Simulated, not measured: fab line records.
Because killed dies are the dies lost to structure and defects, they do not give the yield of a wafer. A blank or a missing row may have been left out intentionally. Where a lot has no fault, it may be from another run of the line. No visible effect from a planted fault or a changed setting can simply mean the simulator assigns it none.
The tool behind it: which one? | flow nand_harc | 39 wafers from 13 lots sampled at 5 of the route's 1302 steps

== WHAT THE GAUGES READ, wafer by wafer ==
NHARC_THIN_TSV_CD_MEAS_33: target cd 5000 nm. Usual: cd_nm reads 5000.4 nm (standard deviation 1.3).
lot  | measured     | on        | cd_nm (nm)           | flag
L483 | day 24 22:40 | cd_sem-02 | 5000.5 5000.6 4999.1 |
L484 | day 25 00:58 | cd_sem-03 | 5000.2 5000.8 5000.6 |
L485 | day 24 23:43 | cd_sem-01 | 5000.1 5001.6 5001.7 |
L492 | day 28 09:04 | cd_sem-03 | 5000.5 5002.1 5000.8 |
L495 | day 29 23:26 | cd_sem-02 | 4999.6 4997.4 4997.9 |
L496 | day 29 22:16 | cd_sem-01 | 5000.8 4999.8 5001.0 |
L497 | day 30 03:52 | cd_sem-03 | 4998.8 5000.5 5001.2 |
L498 | day 30 02:38 | cd_sem-02 | 5000.2 5000.0 4999.2 |
L500 | day 31 12:37 | cd_sem-01 | 5001.9 5002.8 5003.1 |
L501 | day 31 04:16 | cd_sem-02 | 5002.6 5001.7 5001.1 |
L502 | day 32 11:46 | cd_sem-02 | 4998.1 4998.1 5000.5 |
L503 | day 32 22:51 | cd_sem-02 | 5000.6 5001.8 5000.4 |
L504 | day 33 00:15 | cd_sem-02 | 5000.5 5002.0 4998.3 |

NHARC_END_SORT_01. Usual: for defect_limited_yield, 91 % with a standard deviation of 3.4; for killed_at_array, 57 with a standard deviation of 24; for killed_at_other, 0.7 with a standard deviation of 0.94; for killed_at_periphery, 3.8 with a standard deviation of 2.5; for killed_dies, 62 with a standard deviation of 23; for killed_open, 3.1 with a standard deviation of 1.8; for killed_short, 2.5 with a standard deviation of 1.6.
lot  | measured     | on        | defect_limited_yield (%) | killed_at_array | killed_at_other | killed_at_periphery | killed_dies | killed_open | killed_short | flag
L492 | day 29 01:08 | prober-01 | 90 90 80                 | 65 64 67        | 0 0 0           | 3 3 68              | 68 67 135   | 4 6 0       | 1 3 0        | OFF
L497 | day 30 16:22 | prober-02 | 93 95 93                 | 42 33 32        | 0 1 1           | 5 1 14              | 47 35 47    | 2 2 1       | 4 3 3        |
L498 | day 30 17:56 | prober-01 | 90 90 92                 | 66 62 54        | 0 0 0           | 1 3 0               | 67 65 54    | 4 5 1       | 3 3 1        |
L504 | day 33 09:28 | prober-01 | 94 93 92                 | 39 48 49        | 0 0 1           | 3 1 1               | 42 49 51    | 1 4 1       | 2 3 2        |

== WHICH TOOL RAN EACH LOT (tool, then ch and the chambers of the sampled wafers, then the start) ==
lot  | NHARC_P_M0_PVD_21            | NHARC_THIN_TSV_ETCHBACK_48         | NHARC_THIN_TSV_PVD_19
L483 | pvd_sputter-03, day 6 11:46  | rie_diel-11 ch 0,2, day 24 18:59   | pvd_sputter-03, day 24 22:40 or earlier
L484 | pvd_sputter-01, day 7 06:04  | rie_diel-11 ch 1,3, day 24 21:26   | pvd_sputter-01, day 25 00:58 or earlier
L485 | pvd_sputter-03, day 7 15:15  | rie_diel-07 ch 0,1,2, day 24 20:14 | pvd_sputter-03, day 24 23:43 or earlier
L492 | pvd_sputter-03, day 10 12:59 | rie_diel-11 ch 0,2, day 28 05:29   | pvd_sputter-03, day 28 09:04 or earlier
L495 | pvd_sputter-02, day 12 00:37 | rie_diel-02 ch 2,3, day 29 19:46   | pvd_sputter-02, day 29 23:26 or earlier
L496 | pvd_sputter-01, day 12 01:22 | rie_diel-07 ch 0,1, day 29 18:34   | pvd_sputter-01, day 29 22:16 or earlier
L497 | pvd_sputter-02, day 12 15:12 | rie_diel-02 ch 0,1,3, day 30 00:19 | pvd_sputter-02, day 30 03:52 or earlier
L498 | pvd_sputter-01, day 12 15:13 | rie_diel-02 ch 0,1,2, day 29 23:05 | pvd_sputter-02, day 30 02:38 or earlier
L500 | pvd_sputter-02, day 13 18:30 | rie_diel-02 ch 1,2,3, day 31 09:10 | pvd_sputter-02, day 31 12:37 or earlier
L501 | pvd_sputter-03, day 13 19:52 | rie_diel-02 ch 0,1, day 31 00:30   | pvd_sputter-01, day 31 04:16 or earlier
L502 | pvd_sputter-02, day 14 08:53 | rie_diel-11 ch 1,2,3, day 32 08:02 | pvd_sputter-03, day 32 11:46 or earlier
L503 | pvd_sputter-03, day 14 14:40 | rie_diel-02 ch 1,2,3, day 32 19:12 | pvd_sputter-03, day 32 22:51 or earlier
L504 | pvd_sputter-02, day 15 07:25 | rie_diel-11 ch 1,3, day 32 20:20   | pvd_sputter-03, day 33 00:15 or earlier
- NHARC_P_M0_PVD_21: deposits Cu, target thk 30 nm, time 20.49 s.
- NHARC_THIN_TSV_ETCHBACK_48: etches the open film in C4F8/Ar, target depth 1028.5 nm, time 405.17 s.
- NHARC_THIN_TSV_PVD_19: deposits TaN, target thk 20 nm.

== WHAT THE TOOLS THEMSELVES READ (means of the sampled wafers that have a number; where no wafer has one, the mark that the record gives instead) ==
NHARC_P_M0_PVD_21. Usual: chamber_pressure_pa 4.999 Pa, standard deviation 0.011; substrate_temp_c 30.02 C, standard deviation 0.11; throttle_valve_pct 30.2 %, standard deviation 1.3.
lot  | tool           | chamber_pressure_pa (Pa) | substrate_temp_c (C) | throttle_valve_pct (%) | flag
L483 | pvd_sputter-03 | 5.005                    | 30.03                | 29.8                   |
L484 | pvd_sputter-01 | 4.993                    | 30.06                | 31.7                   |
L485 | pvd_sputter-03 | 5.000                    | 29.99                | 30.0                   |
L492 | pvd_sputter-03 | 4.993                    | 30.01                | 29.2                   |
L495 | pvd_sputter-02 | 5.004                    | 30.11                | 30.2                   |
L496 | pvd_sputter-01 | 4.998                    | 30.01                | 30.3                   |
L497 | pvd_sputter-02 | 5.004                    | 29.96                | 30.8                   |
L498 | pvd_sputter-01 | 4.993                    | 29.99                | 29.2                   |
L500 | pvd_sputter-02 | 4.998                    | 29.86                | 31.4                   |
L501 | pvd_sputter-03 | 5.004                    | 30.05                | 29.8                   |
L502 | pvd_sputter-02 | 5.005                    | 30.00                | 30.9                   |
L503 | pvd_sputter-03 | 5.001                    | 29.99                | 29.1                   |
L504 | pvd_sputter-02 | 4.995                    | 30.04                | 29.2                   |

NHARC_THIN_TSV_ETCHBACK_48. Usual: bias_w 299.9 W, standard deviation 1; oes_product_au 0.938 a.u., standard deviation 0.025; rf_vpp_V 546.2 V, standard deviation 2.6.
lot  | tool        | bias_w (W) | oes_product_au (a.u.) | rf_vpp_V (V) | flag
L483 | rie_diel-11 | 298.7      | 0.928                 | 546.6        |
L484 | rie_diel-11 | 301.0      | 0.924                 | 546.7        |
L485 | rie_diel-07 | 300.3      | 0.923                 | 548.2        |
L492 | rie_diel-11 | 297.8      | 0.927                 | 546.2        |
L495 | rie_diel-02 | 300.0      | 0.928                 | 545.2        |
L496 | rie_diel-07 | 299.4      | 0.984                 | 548.3        |
L497 | rie_diel-02 | 301.3      | 0.929                 | 546.9        |
L498 | rie_diel-02 | 299.4      | 1.004                 | 544.0        |
L500 | rie_diel-02 | 299.4      | 0.923                 | 545.7        |
L501 | rie_diel-02 | 300.4      | 0.927                 | 545.3        |
L502 | rie_diel-11 | 300.5      | 0.918                 | 545.6        |
L503 | rie_diel-02 | 300.8      | 0.992                 | 545.8        |
L504 | rie_diel-11 | 299.4      | 0.928                 | 547.1        |

NHARC_THIN_TSV_PVD_19. Usual: chamber_pressure_pa 5.000 Pa, standard deviation 0.01; throttle_valve_pct 30.3 %, standard deviation 1.3.
lot  | tool           | chamber_pressure_pa (Pa) | throttle_valve_pct (%) | flag
L483 | pvd_sputter-03 | 4.995                    | 29.7                   |
L484 | pvd_sputter-01 | 4.994                    | 32.0                   |
L485 | pvd_sputter-03 | 4.992                    | 29.0                   |
L492 | pvd_sputter-03 | 4.998                    | 29.6                   |
L495 | pvd_sputter-02 | 4.994                    | 30.6                   |
L496 | pvd_sputter-01 | 5.002                    | 30.9                   |
L497 | pvd_sputter-02 | 4.996                    | 31.1                   |
L498 | pvd_sputter-02 | 5.007                    | 30.7                   |
L500 | pvd_sputter-02 | 5.002                    | 29.1                   |
L501 | pvd_sputter-01 | 4.993                    | 31.8                   |
L502 | pvd_sputter-03 | 4.999                    | 29.8                   |
L503 | pvd_sputter-03 | 4.997                    | 29.5                   |
L504 | pvd_sputter-03 | 5.009                    | 29.8                   |

== THE ANSWER, worked out from the rows above alone ==
Rule: a lot counts as off when the mean over its wafers that have a number is more than 3 standard deviations away from the usual mean. Also off: a lot with no number at a reading for which 4 or more lots have one. Where the step has rows for the other lots, those lots are counted as sound. First the gauges in route order, then the tools' own readings, where a lot's mean is used as printed above. At the first step where some lot is off, the reading lying furthest off is the one used; lots without a number count as furthest.
Off at NHARC_END_SORT_01 (killed_at_periphery): L492. Neither off nor sound, because the step has no rows for them: L483, L484, L485, L495, L496, L500, L501, L502, L503.
A tool fits if, at a process step before that reading, it ran every lot that is off, and no sound lot after the first of them. Gauges at NHARC_END_SORT_01: tried the same way as those tools. NHARC_THIN_TSV_PVD_19: start missing for some lots; hours and lot order therefore follow NHARC_THIN_TSV_CD_MEAS_33. One candidate fits, namely pvd_sputter-03 at NHARC_P_M0_PVD_21. It ran no sound lot before its first lot that is off in this sample, so the start can't be narrowed down.

== WHAT THE SIMULATOR PUT IN ==
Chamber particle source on pvd_sputter-03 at NHARC_P_M0_PVD_21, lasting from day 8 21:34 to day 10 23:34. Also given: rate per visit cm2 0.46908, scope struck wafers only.
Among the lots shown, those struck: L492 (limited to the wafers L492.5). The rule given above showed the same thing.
